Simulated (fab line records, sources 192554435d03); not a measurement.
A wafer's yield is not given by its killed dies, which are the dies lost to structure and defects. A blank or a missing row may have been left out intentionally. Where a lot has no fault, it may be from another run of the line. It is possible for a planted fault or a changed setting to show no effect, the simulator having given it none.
Split-lot study -- flow n5 finfet -- 21 wafers read from 7 lots, route of 1938 steps

THE SPLIT ITSELF
At N5_BEOL_M7_VIA_ETCH_34 (etches SiCOH lowk in C4F6/O2, target depth 125.5 nm, time 50.5 s), the setting source w was moved away from the recipe's 345 W on 8 of the 21 wafers read, by -15.4% to +5.1%. All remaining wafers had this setting at the recipe value.

The split's own step is where the reading is taken.

THE READING
rf vpp V, in V, at N5_BEOL_M7_VIA_ETCH_34 (etches SiCOH lowk in C4F6/O2, target depth 125.5 nm, time 50.5 s). Fault-free wafers of this fab line usually give 666 V, standard deviation 7.4 V.

wafer,"tool, chamber at the split","source w as run, W",against the recipe,"rf vpp V, V",against lot-mates on the recipe
L079.1,"rie diel-03, 3",294.6,-14.6%,724,+58
L079.5,"rie diel-03, 1",345,recipe,660,-
L079.6,"rie diel-03, 2",345,recipe,671,-
L084.4,"rie diel-01, 1",291.8,-15.4%,726,no lot-mate on the recipe
L084.5,"rie diel-01, 3",291.8,-15.4%,721,no lot-mate on the recipe
L084.6,"rie diel-01, 0",291.8,-15.4%,733,no lot-mate on the recipe
L087.2,"rie diel-06, 0",314.8,-8.8%,706,+40
L087.4,"rie diel-06, 3",345,recipe,666,-
L087.5,"rie diel-06, 3",345,recipe,666,-
L089.1,"rie diel-06, 2",345,recipe,674,-
L089.3,"rie diel-06, 1",345,recipe,665,-
L089.6,"rie diel-06, 0",345,recipe,675,-
L091.3,"rie diel-03, 3",345,recipe,667,-
L091.4,"rie diel-03, 0",362.5,+5.1%,634,-33
L091.6,"rie diel-03, 2",362.5,+5.1%,655,-12
L093.3,"rie diel-06, 0",345,recipe,673,-
L093.5,"rie diel-06, 2",345,recipe,674,-
L093.6,"rie diel-06, 0",324.8,-5.9%,694,+20
L092.2,"rie diel-01, 0",345,recipe,672,-
L092.4,"rie diel-01, 1",345,recipe,666,-
L092.6,"rie diel-01, 3",345,recipe,662,-

FIT RESULTS
A straight line over all 21 wafers: rf vpp V changes by -3.9 V for each +1% of source w; r = -0.98; the points scatter about the line by 5.8 V.
The same after taking each lot's own level away (the mean of its wafers on the recipe; 18 wafers): -4.15 V for each +1%; r = -0.97; scatter 5.2 V.
The reading moves by 64 V for the largest change in source w, on that fit.
The lots' own levels span 665.5 to 673.5 V, that is 1.1 times the standard deviation above.
The two slopes agree, so the slope changes little with the lot-to-lot level.
Check: with one of the wafers moved furthest among these (-14.6%) left out of the fit, the line predicts +62.7 V for it against its lot-mates. Against them it came out at +58.5 V.
Tool readings at the split's step, against how far the setting was moved: rf vpp V r = -0.98.

FURTHER SPLITS ON THESE WAFERS
Note: prior to the reading, these wafers also went through further splits. Each is held against what the fit with the lots' levels taken away leaves over:
other split on the same wafers,wafers away from the commonest value,r with rf vpp V (lot level and that fit taken away)
N5_BEOL_M7_ILD_DEP_00 time s,6,-0.26

FILE'S OWN FIT
rf vpp V changes by -4.11 V for each +1% of source w, r = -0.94.
